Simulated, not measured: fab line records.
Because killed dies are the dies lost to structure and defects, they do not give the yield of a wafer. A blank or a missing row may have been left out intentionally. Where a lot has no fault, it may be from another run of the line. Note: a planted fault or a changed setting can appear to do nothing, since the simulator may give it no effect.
Matching of chambers -- flow nand-harc -- NHARC_A_CHANNEL_FILL_D1_STRIP_28 on rie-diel-10 has 4 sister chambers
The step strips in O2, time 20 s. 4 wafers are shown with their chamber, then 7 later ones without.

## EACH WAFER AND ITS CHAMBER
wafer,chamber,showerhead-plenum-p-Torr (Torr)
L082.4,3,3.65
L084.5,1,3.60
L088.1,2,3.52
L088.3,0,3.51

## WAFERS WITHOUT THEIR CHAMBER
wafer,showerhead-plenum-p-Torr (Torr)
L088.6,3.51
L089.1,3.60
L089.4,3.65
L089.5,3.60
L094.1,3.50
L094.2,3.60
L094.5,3.60

## WHICH CHAMBER EACH ONE RAN IN
wafer,from the rows above,in truth
L088.6,0,0
L089.1,1,1
L089.4,3,3
L089.5,1,1
L094.1,0,0
L094.2,1,1
L094.5,1,1
Correct placement for 7 of the 7. Number that these rows cannot place: 0. Placed wrongly: 0.
How it was worked out, from the rows above alone: a wafer's distance from a chamber is the root of the sum, over the readings, of the square of ((its reading less the chamber's mean) divided by the reading's scatter). The wafer belongs to the nearest chamber; if the next one is less than 2 further off, it can't be placed. The mean given for a chamber averages the wafers shown for that chamber. The scatter: root of mean squared gap, hidden wafer to nearest shown wafer, with one shown wafer a chamber.
